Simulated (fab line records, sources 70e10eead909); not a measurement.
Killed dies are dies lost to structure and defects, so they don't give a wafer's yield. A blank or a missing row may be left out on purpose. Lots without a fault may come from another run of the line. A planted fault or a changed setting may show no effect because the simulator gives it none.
fab line records | flow nand_harc | part 2 of 2: steps 5 to 6 of 6
record lots=24 wafers=72 last_day=34
route steps=1302 shown A_STAIRCASE@639
lots that met no fault: from a run of the same line without faults
start_h: hours from the record's first day to the start of the lot's first wafer shown | wait_h: hours since the lot's step before | " the same as in the row above | L1.1+2: a row that stands for several wafers | - no value, or no start given | * or withheld: withheld | < > ~ a bound
route shown NAME@n: a module of which the file shows steps, and the number in the route of the first | usual: mean/standard deviation of fault-free wafers | same: alike in all rows | chamber/n: place in a boat | sites: the reading at each site | _std_site: their standard deviation | _edge_site: outer sites' mean less inner sites' | radius_mm: how far each site lies from the wafer's centre | mask NAME#n: copy n | behind: the tool/chamber that last shaped the wafer | hold: why the lot was held/for how many hours/how that ended | device: the transistor (n, p or np) that didn't switch | end of line: the same wafers' tests at the end of the route | a step without rows: its recipe alone | killed: dies lost to structure and defects at the first sort, not the wafer's yield | map: a wafer's dies, x killed, . not, _ none there
set.NAME: the setting as run; set.NAME@STEP: as run at that earlier step | model.NAME: the simulator's own value behind a step, which no gauge read
steps of the route over a sample of lots; a table a step, a row a wafer
services: from which hour (start_h, from the record's first day; less than 0 if before it) a tool's chamber was out of use, for how many hours, and why
## steps
# step NHARC_A_STAIRCASE_TRIM_189
# recipe time_s=211.2 o2_flow_sccm=500 ar_flow_sccm=0 bias_w=0 chemistry=O2
# usual drypump_motor_current_A=5.6/0.37 mfc_ar_sccm=0.008/0.01 oes_product_au=1.003/0.0085 rf_vpp_V=57.6/0.93 showerhead_plenum_p_Torr=3.49/0.16 throttle_valve_pct=17.037/0.0096
# same time_s=211.2
# columns lot.wafer tool chamber start_h wait_h drypump_motor_current_A mfc_ar_sccm oes_product_au rf_hours_counter_h rf_vpp_V showerhead_plenum_p_Torr throttle_valve_pct
L074.3 rie_diel-05 0 - - 5.6 0.025 0.990 35 58.8 3.79 17.016
L074.5 " 0 " " 5.6 0.025 1.010 - 59.7 3.79 17.019
L074.6 " 1 " " 5.3 0.003 1.015 - 57.2 3.37 17.036
L075.2 rie_diel-05 0 - - 5.6 0.025 0.992 38 57.9 3.79 17.037
L075.1 " 1 " " 5.3 0.003 1.003 44 57.4 3.37 17.037
L075.5 " 1 " " 5.3 0.003 0.998 - 55.6 3.37 17.033
L076.2 rie_diel-05 2 - - 6.5 0 0.998 50 56.9 3.30 17.047
L076.6 " 1 " " 5.3 0.003 1.016 - 57.4 3.37 17.029
L076.5 " 2 " " 6.5 0 0.992 - 56.6 3.30 17.037
L077.2 rie_diel-01 3 - - 5.1 0 1.007 51 55.8 3.49 17.049
L077.3 " 0 " " 5.4 0.008 1.006 54 57.0 3.55 17.047
L077.5 " 0 " " 5.4 0.008 1.004 - 58.2 3.55 17.027
L078.1 rie_diel-05 3 - - 5.2 0.029 1.007 52 58.8 3.63 17.044
L078.5 " 2 " " 6.5 0 0.998 - 57.1 3.30 17.031
L078.6 " 3 " " 5.2 0.029 1.014 - 58.0 3.63 17.040
L079.1 rie_diel-01 1 - - 6.2 0 0.992 6 57.1 3.74 17.040
L079.6 " 0 " " 5.4 0.008 1.007 - 57.3 3.54 17.028
L079.5 " 1 " " 6.2 0 1.005 - 57.6 3.74 17.048
L081.4 rie_diel-01 0 - - 5.4 0.008 1.014 13 56.4 3.54 17.038
L081.2 " 1 " " 6.2 0 1.009 7 57.9 3.74 17.033
L081.3 " 2 " " 6.0 0.009 1.017 13 58.5 3.74 17.031
L080.3 rie_diel-13 3 - - 5.7 0 1.002 19 59.8 3.46 17.032
L080.2 " 2 " " 5.7 0.025 1.000 21 55.6 3.47 17.027
L080.5 " 0 " " 5.3 0.002 0.997 - 57.7 3.32 17.028
L084.1 rie_diel-01 3 - - 5.1 0 1.003 24 58.0 3.48 17.036
L084.2 " 1 " " 6.2 0 0.996 16 58.6 3.74 17.037
L084.6 " 3 " " 5.1 0 1.015 - 58.9 3.48 17.043
L082.1 rie_diel-13 1 - - 5.6 0 1.011 36 58.2 3.41 17.035
L082.2 " 3 " " 5.7 0 0.999 27 57.5 3.46 17.043
L082.4 " 1 " " 5.5 0 0.999 - 56.6 3.41 17.038
L083.3 rie_diel-13 1 - - 5.5 0 1.003 37 56.2 3.41 17.009
L083.1 " 3 " " 5.7 0 1.000 27 57.9 3.46 17.026
L083.2 " 0 " " 5.3 0.002 0.999 35 57.3 3.32 17.035
L085.2 rie_diel-01 2 - - 6.0 0.009 1.008 29 58.3 3.73 17.043
L085.3 " 0 " " 5.4 0.008 1.004 30 57.7 3.53 17.033
L085.6 " 2 " " 6.0 0.009 1.002 - 58.3 3.73 17.054
L086.1 rie_diel-05 1 - - 5.3 0.003 1.008 21 56.9 3.35 17.030
L086.2 " 3 " " 5.2 0.029 1.001 16 58.3 3.61 17.038
L086.5 " 1 " " 5.3 0.003 1.012 - 58.1 3.35 17.052
L087.1 rie_diel-05 0 - - 5.6 0.025 1.002 19 57.7 3.77 17.044
L087.3 " 3 " " 5.2 0.029 1.001 20 58.8 3.61 17.028
L087.6 " 0 " " 5.6 0.025 0.999 - 57.7 3.77 17.027
L089.2 rie_diel-01 1 - - 6.2 0 1.003 32 58.8 3.73 17.027
L089.5 " 1 " " 6.2 0 0.996 - 60.3 3.73 17.027
L089.6 " 2 " " 6.0 0.009 0.999 - 57.8 3.73 17.034
L088.3 rie_diel-05 0 - - 5.6 0.025 1.002 24 59.7 3.76 17.032
L088.2 " 1 " " 5.3 0.003 0.999 30 57.3 3.35 17.052
L088.5 " 0 " " 5.6 0.025 1.013 - 57.5 3.76 17.035
L091.2 rie_diel-05 2 - - 6.4 0 0.996 41 56.8 3.28 17.037
L091.4 " 3 " " 5.2 0.029 1.016 34 57.8 3.60 17.025
L091.6 " 2 " " 6.5 0 0.989 - 57.1 3.28 17.036
L090.2 rie_diel-13 1 - - 5.6 0 1.006 6 57.2 3.40 17.037
L090.6 " 2 " " 5.7 0.025 1.019 - 55.9 3.46 17.035
L090.5 " 3 " " 5.7 0 1.019 - 57.0 3.44 17.040
L092.2 rie_diel-13 1 - - 5.5 0 0.999 8 57.6 3.39 17.039
L092.1 " 2 " " 5.6 0.025 0.988 5 57.2 3.46 17.048
L092.4 " 0 " " 5.3 0.002 1.008 8 56.6 3.30 17.053
L094.1 rie_diel-13 0 - - 5.3 0.002 0.998 16 56.6 3.30 17.055
L094.4 " 2 " " 5.6 0.025 1.014 11 56.6 3.45 17.046
L094.5 " 1 " " 5.5 0 1.002 - 58.6 3.39 17.030
L095.2 rie_diel-13 0 - - 5.3 0.002 0.990 16 56.6 3.30 17.023
L095.5 " 0 " " 5.3 0.002 0.990 - 56.8 3.30 17.039
L095.6 " 1 " " 5.6 0 0.997 - 57.9 3.39 17.027
L093.4 rie_diel-13 0 - - 5.3 0.002 0.997 17 55.9 3.30 17.051
L093.1 " 1 " " 5.5 0 1.000 14 59.6 3.39 17.038
L093.6 " 3 " " 5.7 0 1.001 - 57.2 3.44 17.037
L096.1 rie_diel-13 3 - - 5.7 0 1.021 25 57.3 3.43 17.045
L096.4 " 0 " " 5.3 0.002 1.003 25 57.3 3.29 17.042
L096.3 " 2 " " 5.7 0.025 1.016 21 57.4 3.45 17.039
L097.1 rie_diel-13 3 - - 5.7 0 1.004 31 57.3 3.43 17.046
L097.2 " 1 " " 5.6 0 0.997 27 59.1 3.38 17.032
L097.5 " 3 " " 5.7 0 1.007 - 58.9 3.43 17.035
# step NHARC_A_STAIRCASE_ETCH_199
# recipe target_depth_a=1000 time_s=40.5 ion_energy_ev=400 c4f8_flow_sccm=20 o2_flow_sccm=10 ar_flow_sccm=withheld rf_w=600 bias_w=1000 chemistry=C4F8/O2
# usual oes_product_au=0.949/0.012 rf_vpp_V=895/6.1
# same time_s=40.5
# columns lot.wafer tool chamber start_h wait_h oes_product_au rf_hours_counter_h rf_vpp_V
L074.3 rie_diel-05 0 - - 0.966 36 905
L074.6 " 2 " " 0.935 - 889
L074.5 " 3 " " 0.963 - 900
L075.2 rie_diel-05 3 - - 0.962 46 899
L075.1 " 0 " " 0.957 39 906
L075.5 " 3 " " 0.966 - 899
L076.2 rie_diel-13 1 - - 0.943 11 894
L076.6 " 1 " " 0.939 - 893
L076.5 " 2 " " 0.943 - 895
L077.3 rie_diel-05 0 - - 0.969 42 905
L077.2 " 2 " " 0.965 51 887
L077.5 " 0 " " 0.959 - 905
L078.1 rie_diel-13 1 - - 0.956 14 893
L078.6 " 2 " " 0.962 - 894
L078.5 " 3 " " 0.943 - 893
L079.1 rie_diel-13 3 - - 0.957 18 893
L079.5 " 0 " " 0.953 - 888
L079.6 " 1 " " 0.950 - 892
L081.4 rie_diel-01 1 - - 0.938 7 904
L081.2 " 3 " " 0.971 15 895
L081.3 " 0 " " 0.943 14 897
L080.3 rie_diel-13 2 - - 0.952 21 894
L080.2 " 3 " " 0.928 20 894
L080.5 " 1 " " 0.941 - 892
L084.1 rie_diel-01 2 - - 0.952 22 904
L084.2 " 0 " " 0.966 23 897
L084.6 " 2 " " 0.952 - 904
L082.1 rie_diel-05 2 - - 0.933 13 888
L082.2 " 3 " " 0.940 10 900
L082.4 " 0 " " 0.950 9 905
L083.1 rie_diel-13 1 - - 0.933 37 891
L083.3 " 3 " " 0.933 28 893
L083.2 " 0 " " 0.929 36 887
L085.3 rie_diel-13 3 - - 0.960 35 894
L085.2 " 0 " " 0.960 42 888
L085.6 " 1 " " 0.951 - 892
L086.2 rie_diel-01 2 - - 0.968 29 903
L086.1 " 0 " " 0.965 30 896
L086.5 " 3 " " 0.974 - 895
L087.3 rie_diel-05 3 - - 0.937 21 899
L087.1 " 0 " " 0.950 20 905
L087.6 " 2 " " 0.928 - 886
L089.2 rie_diel-01 1 - - 0.940 33 903
L089.5 " 2 " " 0.951 - 903
L089.6 " 3 " " 0.966 - 894
L088.2 rie_diel-13 1 - - 0.941 55 892
L088.3 " 3 " " 0.955 48 895
L088.5 " 0 " " 0.938 - 885
L091.2 rie_diel-01 3 - - 0.943 44 893
L091.4 " 0 " " 0.932 48 896
L091.6 " 3 " " 0.927 - 894
L090.2 rie_diel-13 2 - - 0.963 4 893
L090.6 " 0 " " 0.941 - 889
L090.5 " 1 " " 0.940 - 890
L092.2 rie_diel-05 2 - - 0.939 43 887
L092.4 " 0 " " 0.965 37 903
L092.1 " 1 " " 0.955 39 890
L094.1 rie_diel-05 0 - - 0.935 43 905
L094.4 " 1 " " 0.933 45 889
L094.5 " 3 " " 0.938 - 899
L095.2 rie_diel-05 2 - - 0.949 48 886
L095.6 " 0 " " 0.955 - 904
L095.5 " 1 " " 0.961 - 890
L093.4 rie_diel-13 0 - - 0.935 17 887
L093.1 " 1 " " 0.932 15 892
L093.6 " 0 " " 0.937 - 888
L096.1 rie_diel-13 2 - - 0.952 22 894
L096.4 " 3 " " 0.968 26 894
L096.3 " 0 " " 0.946 25 886
L097.1 rie_diel-05 1 - - 0.954 1 890
L097.2 " 3 " " 0.967 1 899
L097.5 " 2 " " 0.938 - 907
## services
# columns tool chamber start_h hours kind
rie_diel-13 - 342.18 9.0 pm
rie_diel-13 2 353.03 8.5 repair
rie_diel-13 3 356.16 5.9 repair
rie_diel-13 - 362.98 1.1 repair
pecvd-03 - 366.57 13.0 pm
rie_diel-01 1 370.55 30.6 repair
rie_diel-01 - 380.95 9.0 pm
pecvd-02 - 406.45 1.0 repair
rie_diel-05 - 406.63 9.0 pm
pecvd-02 - 408.01 13.0 pm
rie_diel-01 - 431.97 0.4 repair
rie_diel-13 2 445.07 16.4 repair
pecvd-03 - 449.71 0.7 repair
rie_diel-01 3 452.02 15.6 repair
pecvd-03 2 466.45 5.7 repair
pecvd-02 - 477.80 1.5 repair
pecvd-03 - 485.79 0.9 repair
rie_diel-13 0 499.96 6.0 repair
rie_diel-05 3 519.22 5.4 repair
rie_diel-13 - 520.19 9.0 pm
rie_diel-01 - 557.95 9.0 pm
rie_diel-05 - 583.68 9.0 pm
rie_diel-01 3 587.32 13.6 repair
pecvd-02 - 589.01 13.0 pm
